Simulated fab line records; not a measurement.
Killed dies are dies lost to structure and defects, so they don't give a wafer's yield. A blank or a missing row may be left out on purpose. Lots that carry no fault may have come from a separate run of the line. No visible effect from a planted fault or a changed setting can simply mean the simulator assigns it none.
fab line records	flow n5_finfet
record lots=10	wafers=29	last_day=18
route steps=1938 shown MOL_CONTACT_COAG@605 PASSIVATION@1936
lots with no fault: from the same line, run without faults
start_h: hours from the record's opening day to when the first of the lot's shown wafers began	wait_h: time in hours since the lot's previous step	" unchanged from the row above	L1.1+2: a row that stands for several wafers	- either no value or no given start	* or withheld: withheld	< > ~ a bound
route shown NAME@n: a module of which the file shows steps, and the number in the route of the first	usual: average and standard deviation across the fault-free wafers	same: alike in all rows	chamber/n: place in a boat	sites: the reading at each site	_std_site: standard deviation across them	_edge_site: outer sites' mean less inner sites'	radius_mm: how far each site lies from the wafer's centre	mask NAME#n: copy n	behind: tool/chamber where the wafer was last shaped	hold: reason for holding the lot/hours on hold/outcome of the hold	device: transistor that didn't switch, given as n, p or np	end of line: tests of these same wafers at the route's end	a step without rows: its recipe alone	killed: dies that structure and defects cost at the first sort, which is not the same as the wafer's yield	map: a wafer's dies, x killed, . not, _ none there
set.NAME: the setting that was run; set.NAME@STEP: the one run at that earlier step	model.NAME: the simulator's own value behind a step, which no gauge read
a sample of lots followed through the steps of the route, with each step as a table and each wafer as a row
services: a tool's chamber out of use, with start hour (start_h, from the record's first day; less than 0 if before it), hours out, and reason
## steps
# step N5_MOL_CONTACT_COAG_DESCUM_45
# recipe chemistry=O2	time_s=7	source_power_w=50	bias_power_w=20	pressure_mtorr=20	rf_frequency_hz=2.712e+07	temp_c=40	resist=CAR-EUV	o2_flow_sccm=225
# usual chamber_pressure_mTorr=20.000/0.017	drypump_motor_current_A=5.8/0.59	oes_product_au=0.80/0.08	rf_vpp_V=242.5/1.2	showerhead_plenum_p_Torr=2.06/0.049	throttle_valve_pct=20.35/0.27
lot.wafer	tool	chamber	start_h	wait_h	chamber_pressure_mTorr	drypump_motor_current_A	oes_product_au	rf_hours_counter_h	rf_vpp_V	showerhead_plenum_p_Torr	throttle_valve_pct
L554.1	rie_diel-06	1	109.65	0.2	19.994	5.9	0.70	236	241.3	1.98	20.38
L554.5	"	3	"	"	19.986	6.5	0.75	-	244.9	2.18	20.57
L557.1	rie_diel-02	0	117.65	0.0	20.012	5.0	0.91	31	243.0	2.07	20.39
L557.2	"	2	"	"	19.998	6.2	0.82	70	243.3	2.04	20.42
L557.4	"	3	"	"	19.989	6.0	0.72	197	243.3	2.07	20.54
L558.1	rie_diel-02	2	124.21	0.1	20.036	6.2	0.82	73	242.0	2.04	20.43
L558.4	"	1	"	"	20.020	5.5	0.91	13	242.2	2.05	19.87
L558.6	"	1	"	"	19.979	5.5	0.91	-	241.1	2.05	19.87
L560.3	rie_diel-06	1	136.64	0.0	20.015	5.9	0.69	245	240.4	1.98	20.38
L560.4	"	3	"	"	20.018	6.5	0.75	161	245.1	2.18	20.57
L560.5	"	0	"	"	20.004	4.9	0.72	-	241.1	1.99	20.86
L561.2	rie_diel-05	0	141.84	0.3	20.022	6.0	0.78	117	242.9	2.01	20.19
L561.3	"	2	"	"	20.014	6.6	0.71	190	241.2	2.10	20.61
L561.5	"	0	"	"	19.996	6.0	0.78	-	240.1	2.01	20.21
L562.3	rie_diel-06	2	146.32	0.1	20.030	6.2	0.95	13	242.8	2.06	20.39
L562.4	"	1	"	"	19.980	5.9	0.68	249	241.3	1.98	20.41
L562.5	"	0	"	"	20.009	4.9	0.72	-	240.5	1.99	20.87
L566.1	rie_diel-05	3	171.64	0.1	19.991	4.9	0.85	38	241.8	2.05	19.96
L566.3	"	0	"	"	20.003	6.0	0.78	128	242.6	2.01	20.19
L566.5	"	3	"	"	19.989	4.9	0.85	-	243.2	2.05	19.95
L567.1	rie_diel-05	2	177.24	0.0	19.994	6.6	0.70	203	243.2	2.09	20.65
L567.5	"	3	"	"	19.994	4.9	0.84	-	241.9	2.05	19.96
L567.6	"	2	"	"	20.009	6.6	0.71	-	241.4	2.09	20.62
L573.3	rie_diel-05	3	213.44	0.0	19.992	4.9	0.82	55	242.6	2.04	19.97
L573.4	"	2	"	"	19.974	6.6	0.70	218	242.2	2.09	20.67
L573.6	"	0	"	"	20.011	6.0	0.76	-	242.2	2.00	20.23
L576.2	rie_diel-02	2	230.74	0.0	19.997	6.2	0.76	109	241.7	2.03	20.48
L576.4	"	1	"	"	20.019	5.5	0.84	53	243.4	2.04	19.93
L576.6	"	3	"	"	20.003	5.9	0.69	-	241.9	2.05	20.61
# step N5_MOL_CONTACT_COAG_ALD_133
# recipe material=SiO2	target_thk_a=50	temp_c=100	ald_precursor_family=BDEAS	ald_co_reactant=O2-plasma	pulse_time_s=1	co_reactant_pulse_time_s=1	purge_time_s=2	co_reactant_purge_time_s=2	ald_cycles=35	pressure_torr=2
# usual ald_cycles=35/0	heater_power_w=79/6.9	precursor_pulse_height_rel=1.000/0.02
# same co_reactant_pulse_time_s=1	co_reactant_purge_time_s=2
lot.wafer	tool	chamber	start_h	wait_h	ald_cycles	heater_power_w	precursor_pulse_height_rel
L554.1	ald_sin-04	0	109.79	0.1	35	71	0.965
L554.5	"	3	"	"	35	85	0.990
L557.1	ald_sin-01	3	117.79	0.1	35	82	1.019
L557.2	"	2	"	"	35	76	0.980
L557.4	"	0	"	"	35	78	1.007
L558.1	ald_sin-03	0	124.34	0.1	35	98	1.024
L558.4	"	2	"	"	35	78	0.970
L558.6	"	3	"	"	35	69	0.968
L560.3	ald_sin-03	1	136.95	0.2	35	71	0.997
L560.4	"	2	"	"	35	79	0.993
L560.5	"	3	"	"	35	68	1.031
L561.2	ald_sin-04	1	142.69	0.8	35	80	1.056
L561.3	"	2	"	"	35	78	0.976
L561.5	"	3	"	"	35	85	0.968
L562.3	ald_sin-04	1	146.46	0.1	35	81	0.995
L562.4	"	3	"	"	35	87	1.033
L562.5	"	1	"	"	35	79	0.994
L566.1	ald_sin-04	3	171.77	0.1	34	85	1.000
L566.3	"	2	"	"	34	77	1.007
L566.5	"	2	"	"	35	81	1.015
L567.1	ald_sin-04	1	177.37	0.1	34	78	1.000
L567.5	"	2	"	"	35	78	1.000
L567.6	"	1	"	"	35	80	0.973
L573.3	ald_sin-01	1	213.58	0.1	35	75	1.000
L573.4	"	2	"	"	35	77	1.018
L573.6	"	2	"	"	35	77	0.964
L576.2	ald_sin-03	2	230.97	0.1	35	75	0.987
L576.4	"	1	"	"	35	70	1.000
L576.6	"	0	"	"	35	93	1.020
# step N5_MOL_CONTACT_COAG_ETCHBACK_134
# recipe chemistry=CHF3	target=SiO2	target_depth_a=100	time_s=6.7	ion_energy_ev=200	pressure_mtorr=30	source_w=610	bias_w=170	Ar_flow_sccm=200	CHF3_flow_sccm=50
# usual chamber_pressure_mTorr=29.996/0.028	drypump_motor_current_A=5.8/0.56	oes_ar_750_au=0.81/0.086	oes_product_au=0.81/0.089	rf_vpp_V=518/8.3	showerhead_plenum_p_Torr=2.35/0.072	throttle_valve_pct=18.64/0.27
lot.wafer	tool	chamber	start_h	wait_h	chamber_pressure_mTorr	drypump_motor_current_A	oes_ar_750_au	oes_product_au	rf_hours_counter_h	rf_vpp_V	showerhead_plenum_p_Torr	throttle_valve_pct
L554.1	rie_diel-06	3	109.97	0.1	29.980	6.4	0.76	0.75	151	517	2.48	18.84
L554.5	"	0	"	"	30.014	4.9	0.74	0.73	-	512	2.27	19.12
L557.1	rie_diel-05	1	117.97	0.1	29.981	6.4	0.93	0.93	30	529	2.34	18.59
L557.2	"	2	"	"	30.033	6.6	0.73	0.72	181	535	2.36	18.72
L557.4	"	3	"	"	29.976	4.9	0.87	0.86	18	519	2.34	18.20
L558.1	rie_diel-06	0	124.57	0.1	30.008	4.9	0.73	0.73	192	512	2.27	19.10
L558.4	"	3	"	"	29.973	6.5	0.75	0.74	157	518	2.47	18.85
L558.6	"	0	"	"	29.965	4.9	0.72	0.73	-	512	2.27	19.11
L560.3	rie_diel-06	2	137.24	0.2	29.990	6.2	0.96	0.95	9	509	2.34	18.60
L560.4	"	1	"	"	29.975	5.9	0.69	0.68	245	513	2.26	18.71
L560.5	"	2	"	"	30.025	6.2	0.96	0.97	-	509	2.34	18.60
L561.2	rie_diel-06	0	143.00	0.2	30.014	4.9	0.73	0.72	197	512	2.27	19.14
L561.3	"	2	"	"	30.006	6.2	0.95	0.95	12	510	2.34	18.61
L561.5	"	1	"	"	29.990	5.9	0.69	0.68	-	515	2.25	18.70
L562.3	rie_diel-02	0	146.64	0.1	30.035	5.1	0.89	0.91	36	524	2.33	18.47
L562.4	"	1	"	"	30.003	5.5	0.90	0.88	25	518	2.34	18.22
L562.5	"	0	"	"	30.020	5.1	0.90	0.90	-	522	2.33	18.50
L566.1	rie_diel-05	3	172.03	0.2	29.960	4.9	0.83	0.84	38	520	2.33	18.23
L566.3	"	2	"	"	30.026	6.6	0.72	0.72	201	535	2.35	18.75
L566.5	"	0	"	"	29.948	6.0	0.77	0.77	-	512	2.29	18.54
L567.1	rie_diel-02	1	177.55	0.1	29.943	5.6	0.88	0.87	36	518	2.33	18.24
L567.5	"	2	"	"	29.993	6.2	0.80	0.78	-	507	2.33	18.80
L567.6	"	3	"	"	30.011	5.9	0.71	0.71	-	530	2.36	18.97
L573.3	rie_diel-02	0	213.75	0.1	30.005	5.1	0.86	0.87	59	523	2.32	18.54
L573.4	"	3	"	"	29.979	6.0	0.70	0.69	234	529	2.35	18.98
L573.6	"	1	"	"	30.077	5.5	0.87	0.85	-	516	2.33	18.23
L576.2	rie_diel-02	1	231.24	0.2	29.998	5.5	0.85	0.84	53	518	2.33	18.26
L576.4	"	2	"	"	30.024	6.2	0.78	0.77	109	505	2.32	18.83
L576.6	"	2	"	"	30.028	6.2	0.77	0.76	-	505	2.32	18.83
# step N5_MOL_CONTACT_COAG_ETCH_124
# recipe chemistry=CH3F/O2	target=SiNx	target_depth_a=65	mask_material=SOC	stop_on=SiOC	over_etch_frac=0.3	ion_energy_ev=120	pressure_mtorr=30	source_w=395	bias_w=73	Ar_flow_sccm=150	CH3F_flow_sccm=30	O2_flow_sccm=20	ends=end_point
# usual chamber_pressure_mTorr=29.999/0.028	drypump_motor_current_A=5.8/0.56	oes_ar_750_au=0.81/0.086	oes_product_au=0.69/0.074	rf_vpp_V=294/4.6	showerhead_plenum_p_Torr=1.97/0.063	throttle_valve_pct=16.24/0.28
lot.wafer	tool	chamber	start_h	wait_h	chamber_pressure_mTorr	drypump_motor_current_A	oes_ar_750_au	oes_product_au	rf_hours_counter_h	rf_vpp_V	showerhead_plenum_p_Torr	throttle_valve_pct
L554.1	rie_diel-06	3	110.15	0.0	29.967	6.5	0.76	0.64	151	294	2.09	16.47
L554.5	"	0	"	"	29.990	4.9	0.74	0.62	-	291	1.90	16.71
L557.1	rie_diel-05	1	118.15	0.0	29.967	6.3	0.93	0.79	30	299	1.96	16.12
L557.2	"	2	"	"	29.964	6.5	0.72	0.63	181	303	1.98	16.37
L557.4	"	3	"	"	29.967	4.9	0.86	0.75	18	296	1.97	15.84
L558.1	rie_diel-06	0	124.75	0.0	29.981	4.9	0.73	0.62	192	293	1.90	16.70
L558.4	"	3	"	"	30.032	6.5	0.76	0.64	157	294	2.08	16.47
L558.6	"	0	"	"	30.005	4.9	0.73	0.61	-	290	1.90	16.71
L560.3	rie_diel-06	2	137.42	0.0	29.974	6.2	0.96	0.82	10	289	1.97	16.18
L560.4	"	1	"	"	29.976	5.9	0.70	0.59	245	291	1.89	16.34
L560.5	"	2	"	"	30.001	6.2	0.96	0.81	-	289	1.97	16.18
L561.2	rie_diel-06	0	143.19	0.0	29.931	4.9	0.73	0.62	198	291	1.90	16.73
L561.3	"	2	"	"	30.018	6.2	0.95	0.81	12	289	1.97	16.18
L561.5	"	1	"	"	30.009	5.9	0.69	0.59	-	292	1.89	16.35
L562.3	rie_diel-02	0	146.83	0.0	29.954	5.1	0.89	0.76	36	297	1.96	16.10
L562.4	"	1	"	"	29.987	5.5	0.89	0.76	25	293	1.96	15.79
L562.5	"	0	"	"	29.951	5.0	0.89	0.75	-	298	1.96	16.08
L566.1	rie_diel-05	3	172.22	0.0	29.989	4.9	0.83	0.72	38	295	1.97	15.88
L566.3	"	2	"	"	29.975	6.6	0.71	0.61	201	303	1.98	16.38
L566.5	"	0	"	"	30.050	6.0	0.77	0.66	-	290	1.92	16.15
L567.1	rie_diel-02	1	177.74	0.0	29.976	5.5	0.88	0.75	36	293	1.96	15.81
L567.5	"	2	"	"	29.985	6.3	0.80	0.68	-	287	1.95	16.35
L567.6	"	3	"	"	30.022	6.0	0.71	0.60	-	301	1.98	16.57
L573.3	rie_diel-02	0	213.94	0.0	29.974	5.1	0.86	0.74	59	298	1.95	16.12
L573.4	"	3	"	"	30.004	5.9	0.70	0.59	234	299	1.98	16.59
L573.6	"	1	"	"	30.034	5.5	0.87	0.73	-	293	1.95	15.82
L576.2	rie_diel-02	1	231.43	0.0	29.979	5.5	0.85	0.72	53	294	1.95	15.85
L576.4	"	2	"	"	30.028	6.2	0.78	0.66	109	287	1.94	16.42
L576.6	"	2	"	"	30.004	6.2	0.78	0.65	-	287	1.94	16.40
# step N5_PASSIVATION_PROBE_49
# usual killed_at_M0_to_M3=36/10	killed_at_M4_up=13/5.5	killed_at_contacts=12/5.6	killed_at_front_end=42/12	killed_at_other=4/3.2	killed_dies=108/18	killed_open=71/13	killed_short=34/7.8
# same gross_dies=1180	killed_at_back_side=0
lot.wafer	tool	chamber	start_h	wait_h	killed_at_M0_to_M3	killed_at_M4_up	killed_at_contacts	killed_at_front_end	killed_at_other	killed_dies	killed_open	killed_short
L554.1	prober-02	-	271.95	0.0	32	16	18	46	4	116	65	48
L554.5	prober-02	-	272.15	0.2	39	15	16	33	8	111	72	37
L558.1	prober-02	-	289.16	0.0	22	16	7	44	9	98	70	25
L558.4	prober-02	-	289.31	0.2	18	17	3	69	4	111	69	34
L558.6	prober-02	-	289.41	0.3	14	14	2	49	3	82	49	23
L561.2	prober-01	-	313.49	0.1	36	28	13	46	0	123	79	41
L561.3	prober-01	-	313.54	0.1	46	23	17	52	1	139	94	44
L561.5	prober-01	-	313.64	0.2	39	18	12	28	0	97	62	30
L560.3	prober-01	-	315.97	0.1	27	14	8	34	2	85	60	25
L560.4	prober-01	-	316.02	0.2	28	19	6	39	3	95	69	23
L560.5	prober-01	-	316.07	0.2	25	16	8	44	3	96	65	29
L566.1	prober-02	-	336.83	0.0	48	22	5	36	6	117	70	45
L566.3	prober-02	-	336.93	0.1	43	11	3	46	4	107	58	49
L566.5	prober-02	-	337.03	0.2	25	9	14	40	2	90	62	27
L567.1	prober-01	-	355.14	0.0	25	12	11	29	4	81	46	35
L567.5	prober-01	-	355.34	0.2	17	4	13	38	2	74	48	25
L567.6	prober-01	-	355.39	0.3	22	9	23	38	4	96	60	35
L573.3	prober-01	-	399.21	0.1	40	8	5	47	13	113	73	38
L573.4	prober-01	-	399.26	0.2	38	11	7	24	7	87	56	27
L573.6	prober-01	-	399.36	0.3	34	10	10	46	6	106	71	32
# killed by level:class
L554.1 BEOL_M0_SAQP:geometric_particle:short=15 STI_FIN_REVEAL:geometric_particle:open=14 MOL_CONTACT_COAG:geometric_particle:open=12 BEOL_M4:geometric_particle:open=10 FIN_SAQP:geometric_particle:short=6 MOL_CONTACT_COAG:geometric_particle:short=5 STI_FIN_REVEAL:geometric_particle:short=4 BEOL_M1:geometric_particle:open=4
L554.5 MOL_CONTACT_COAG:geometric_particle:open=14 BEOL_M0_SAQP:geometric_particle:short=9 STI_FIN_REVEAL:geometric_particle:open=7 BEOL_M3:geometric_particle:short=7 BEOL_M0_SAQP:geometric_particle:open=6 BEOL_M4:geometric_particle:open=6 BEOL_M2:geometric_particle:open=5 GATE_CUT:geometric_particle:open=4
L558.1 FIN_SAQP:geometric_particle:open=17 FIN_SAQP:geometric_particle:short=10 DUMMY_GATE:geometric_particle:open=6 MOL_CONTACT_COAG:geometric_particle:open=6 BEOL_M1:geometric_particle:open=6 BEOL_M2:geometric_particle:open=5 BEOL_M5:geometric_particle:open=5 BEOL_M4:geometric_particle:open=4
L558.4 FIN_SAQP:geometric_particle:open=21 HKMG_FIN:area_etch=8 BEOL_M4:geometric_particle:open=7 FIN_SAQP:geometric_particle:short=7 STI_FIN_REVEAL:geometric_particle:open=7 BEOL_M0_SAQP:geometric_particle:open=6 BEOL_M0_SAQP:geometric_particle:short=5 STARTING-WAFER:geometric_particle:open=5
L558.6 HKMG_FIN:area_etch=8 STI_FIN_REVEAL:geometric_particle:open=6 FIN_SAQP:geometric_particle:short=5 FIN_SAQP:geometric_particle:open=4 SPACER0:geometric_particle:short=4 BEOL_M1:geometric_particle:open=4 STI_FIN_REVEAL:geometric_particle:short=3 DUMMY_GATE:geometric_particle:open=3
L561.2 STI_FIN_REVEAL:geometric_particle:open=16 BEOL_M4:geometric_particle:open=16 MOL_CONTACT_COAG:geometric_particle:open=10 BEOL_M0_SAQP:geometric_particle:short=9 BEOL_M0_SAQP:geometric_particle:open=6 BEOL_M1:geometric_particle:open=6 BEOL_M3:geometric_particle:open=6 FIN_SAQP:geometric_particle:short=5
L561.3 BEOL_M0_SAQP:geometric_particle:short=16 MOL_CONTACT_COAG:geometric_particle:open=15 STI_FIN_REVEAL:geometric_particle:open=14 BEOL_M0_SAQP:geometric_particle:open=11 BEOL_M4:geometric_particle:open=9 GATE_CUT:geometric_particle:short=8 BEOL_M2:geometric_particle:open=7 FIN_SAQP:geometric_particle:open=6
L561.5 BEOL_M0_SAQP:geometric_particle:short=12 MOL_CONTACT_COAG:geometric_particle:open=9 BEOL_M4:geometric_particle:open=9 BEOL_M0_SAQP:geometric_particle:open=8 BEOL_M2:geometric_particle:open=7 BEOL_M3:geometric_particle:open=6 FIN_SAQP:geometric_particle:short=5 GATE_CUT:geometric_particle:open=5
L560.3 BEOL_M0_SAQP:geometric_particle:open=9 DUMMY_GATE:geometric_particle:open=8 BEOL_M0_SAQP:geometric_particle:short=7 FIN_SAQP:geometric_particle:open=6 MOL_CONTACT_COAG:geometric_particle:open=6 BEOL_M3:geometric_particle:open=5 BEOL_M2:geometric_particle:open=4 BEOL_M4:geometric_particle:open=4
L560.4 BEOL_M4:geometric_particle:open=9 FIN_SAQP:geometric_particle:open=8 BEOL_M0_SAQP:geometric_particle:open=6 FIN_SAQP:geometric_particle:short=5 DUMMY_GATE:geometric_particle:open=5 GATE_CUT:geometric_particle:open=5 BEOL_M1:geometric_particle:open=5 MOL_CONTACT_COAG:geometric_particle:open=4
L560.5 FIN_SAQP:geometric_particle:open=14 FIN_SAQP:geometric_particle:short=10 BEOL_M1:geometric_particle:open=9 MOL_CONTACT_COAG:geometric_particle:open=8 BEOL_M3:geometric_particle:open=8 DUMMY_GATE:geometric_particle:open=7 BEOL_M4:geometric_particle:open=6 STARTING-WAFER:geometric_particle:open=4
L566.1 FIN_SAQP:geometric_particle:open=10 BEOL_M0_SAQP:geometric_particle:short=10 BEOL_M2:geometric_particle:open=10 FIN_SAQP:geometric_particle:short=7 BEOL_M0:geometric_particle:short=7 BEOL_M3:geometric_particle:open=7 BEOL_M4:geometric_particle:open=7 DUMMY_GATE:geometric_particle:open=5
L566.3 STI_FIN_REVEAL:geometric_particle:open=16 BEOL_M0_SAQP:geometric_particle:short=11 STARTING-WAFER:geometric_particle:short=9 FIN_SAQP:geometric_particle:short=8 BEOL_M2:geometric_particle:open=8 BEOL_M0_SAQP:geometric_particle:open=8 BEOL_M0:geometric_particle:short=4 DUMMY_GATE:geometric_particle:open=3
L566.5 MOL_CONTACT_COAG:geometric_particle:open=13 BEOL_M2:geometric_particle:open=8 STI_FIN_REVEAL:geometric_particle:open=8 GATE_CUT:geometric_particle:short=8 FIN_SAQP:geometric_particle:open=7 BEOL_M0_SAQP:geometric_particle:short=7 DUMMY_GATE:geometric_particle:open=6 FIN_SAQP:geometric_particle:short=5
L567.1 MOL_CONTACT_COAG:geometric_particle:open=9 FIN_SAQP:geometric_particle:open=7 BEOL_M1:geometric_particle:open=7 FIN_SAQP:geometric_particle:short=6 GATE_CUT:geometric_particle:short=5 BEOL_M2:geometric_particle:open=5 BEOL_M0_SAQP:geometric_particle:short=4 STARTING-WAFER:geometric_particle:short=4
L567.5 FIN_SAQP:geometric_particle:short=11 STI_FIN_REVEAL:geometric_particle:open=8 MOL_CONTACT_COAG:geometric_particle:open=8 FIN_SAQP:geometric_particle:open=6 DUMMY_GATE:geometric_particle:open=5 MOL_CONTACT_COAG:geometric_particle:short=5 BEOL_M1:geometric_particle:open=5 BEOL_M3:geometric_particle:open=5
L567.6 MOL_CONTACT_COAG:geometric_particle:open=17 GATE_CUT:geometric_particle:short=10 FIN_SAQP:geometric_particle:short=8 FIN_SAQP:geometric_particle:open=8 BEOL_M2:geometric_particle:open=8 MOL_CONTACT_COAG:geometric_particle:short=6 BEOL_M3:geometric_particle:open=4 DUMMY_GATE:geometric_particle:open=3
L573.3 FIN_SAQP:geometric_particle:short=14 FIN_SAQP:geometric_particle:open=11 BEOL_M0_SAQP:geometric_particle:short=11 BEOL_M2:geometric_particle:open=9 STI_FIN_REVEAL:geometric_particle:open=8 BEOL_M0_SAQP:geometric_particle:open=8 MIM_TOP_ETCH:geometric_particle:open=7 MOL_CONTACT_COAG:geometric_particle:open=5
L573.4 BEOL_M1:geometric_particle:open=11 BEOL_M0_SAQP:geometric_particle:short=9 MOL_CONTACT_COAG:geometric_particle:open=7 BEOL_M0_SAQP:geometric_particle:open=6 BEOL_M2:geometric_particle:open=6 STI_FIN_REVEAL:geometric_particle:open=5 BEOL_M5:geometric_particle:open=5 FIN_SAQP:geometric_particle:short=4
L573.6 STI_FIN_REVEAL:geometric_particle:open=11 MOL_CONTACT_COAG:geometric_particle:open=7 BEOL_M0_SAQP:geometric_particle:short=6 SPACER0:geometric_particle:open=6 BEOL_M3:geometric_particle:open=6 FIN_SAQP:geometric_particle:open=5 BEOL_M0_SAQP:geometric_particle:open=5 BEOL_M1:geometric_particle:open=5
## services
tool	chamber	start_h	hours	kind
rie_diel-06	2	89.66	4.8	repair
ald_sin-04	0	101.13	1.9	repair
rie_diel-02	0	126.72	16.1	repair
rie_diel-06	1	151.02	-	clean
rie_diel-06	1	151.02	-	consumable_replace:focus_ring
rie_diel-06	1	151.02	-	consumable_replace:showerhead
rie_diel-06	1	151.02	25.5	scheduled_down
rie_diel-06	1	151.02	25.5	vent_cycle
rie_diel-05	1	162.15	36.3	repair
ald_sin-03	-	178.35	14.0	pm
ald_sin-03	0	178.35	14.0	vent_cycle
ald_sin-03	1	178.35	14.0	vent_cycle
ald_sin-03	2	178.35	14.0	vent_cycle
ald_sin-03	3	178.35	14.0	vent_cycle
ald_sin-03	0	192.35	-	clean
ald_sin-03	1	192.35	-	clean
ald_sin-03	2	192.35	-	clean
ald_sin-03	3	192.35	-	clean
rie_diel-06	2	197.89	1.5	repair
rie_diel-02	1	198.27	1.6	repair
ald_sin-01	3	214.81	5.2	repair
rie_diel-06	0	220.63	6.6	repair
rie_diel-02	-	229.71	0.5	repair
## key
first_sign step=N5_MOL_CONTACT_COAG_ALD_133	reading=ald_cycles	direction=down	sigmas=99+	usual=*	struck=*
effect none on later readings
met_at N5_MOL_CONTACT_COAG_ALD_133
struck_lots L566,L567
struck_wafers L566.1,L566.3,L567.1
tester_left_out L566,L567
not_acting_at N5_MOL_CONTACT_COAG_DESCUM_45,N5_MOL_CONTACT_COAG_ETCHBACK_134,N5_MOL_CONTACT_COAG_ETCH_124
onset_between 146.46 171.77
fault kind=process_parameter_drift	tool=ald_sin-04	chamber=-	onset_h=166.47	steps=N5_MOL_CONTACT_COAG_ALD_133	channel=ald_cycles	offset=*	shape=step	end_h=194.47	scope=struck_wafers_only	acts_in=*	stated=*
# tester_left_out: of these lots the tester's yield and bins aren't shown, on N5 and GAA mostly nor the transistor test; their killed dies are dies lost to structure and defects alone, not to doping, threshold or leakage, so they don't give the yield
